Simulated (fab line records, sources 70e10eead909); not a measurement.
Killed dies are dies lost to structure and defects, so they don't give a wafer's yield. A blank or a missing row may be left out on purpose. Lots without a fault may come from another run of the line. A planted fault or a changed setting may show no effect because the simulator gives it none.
Which tool did it? | flow nand_harc | 6 lots, 18 wafers sampled, at 5 steps of a route of 1302

WHAT THE GAUGES READ, wafer by wafer
NHARC_END_SORT_01.
lot  | measured     | on        | killed_at_array
L793 | day 29 17:01 | prober-01 | 50 30 44

WHICH TOOL RAN EACH LOT (tool, then ch and the chambers of the sampled wafers, then the start)
lot  | NHARC_P_GATE_DESCUM_48             | NHARC_P_GATE_STRIP_75                | NHARC_P_GATE_DEGAS_109       | NHARC_P_GATE_STRIP_67
L784 | rie_diel-01 ch 0,2,3, day 5 23:58  | plasma_asher-02 ch 0,1, day 6 00:41  | pvd_sputter-02, day 6 05:17  | wet_bench-09 ch 1,3,6, day 6 05:47
L793 | rie_diel-05 ch 2,3, day 10 00:04   | plasma_asher-02 ch 0,1, day 10 00:52 | pvd_sputter-01, day 10 05:35 | wet_bench-09 ch 0,2,6, day 10 06:04
L799 | rie_diel-01 ch 0,1,2, day 12 10:05 | plasma_asher-01 ch 0,1, day 12 10:46 | pvd_sputter-02, day 12 15:15 | wet_bench-05 ch 0,6,7, day 12 15:45
L801 | rie_diel-05 ch 0,1, day 12 23:58   | plasma_asher-02 ch 0,1, day 13 00:37 | pvd_sputter-01, day 13 05:15 | wet_bench-05 ch 1,2,7, day 13 05:44
L803 | rie_diel-05 ch 1,2,3, day 14 04:44 | plasma_asher-02 ch 0,1, day 14 05:23 | pvd_sputter-03, day 14 10:01 | wet_bench-09 ch 0,1,4, day 14 10:31
L805 | rie_diel-05 ch 1,2,3, day 14 16:02 | plasma_asher-02 ch 0,1, day 14 16:42 | pvd_sputter-02, day 14 21:28 | wet_bench-09 ch 2,4,6, day 14 21:58
- NHARC_P_GATE_DESCUM_48: chemistry O2, time 3 s.
- NHARC_P_GATE_STRIP_75: strips in O2.
- NHARC_P_GATE_DEGAS_109: time 60 s.
- NHARC_P_GATE_STRIP_67: strips in SPM, time 600 s.

THE ANSWER, worked out from the rows above alone
Rule: what is usual is taken from the lots themselves. Put in order of their means at a reading, lots are off if they are a third of the lots or fewer, leave a main group of 4 or more, and stand apart from it by a gap of 3 or more times the standard deviation of the main group's means; of several such gaps the widest counts. A main group whose means are all the same, to the digits that the tables above print for the reading, isn't used. A lot without any number at a reading at which 4 lots or more have one is off too. The other lots that the step has rows for count as sound.
No lot is off at any reading shown: from this, nothing can be told.

WHAT THE SIMULATOR HAD PUT IN
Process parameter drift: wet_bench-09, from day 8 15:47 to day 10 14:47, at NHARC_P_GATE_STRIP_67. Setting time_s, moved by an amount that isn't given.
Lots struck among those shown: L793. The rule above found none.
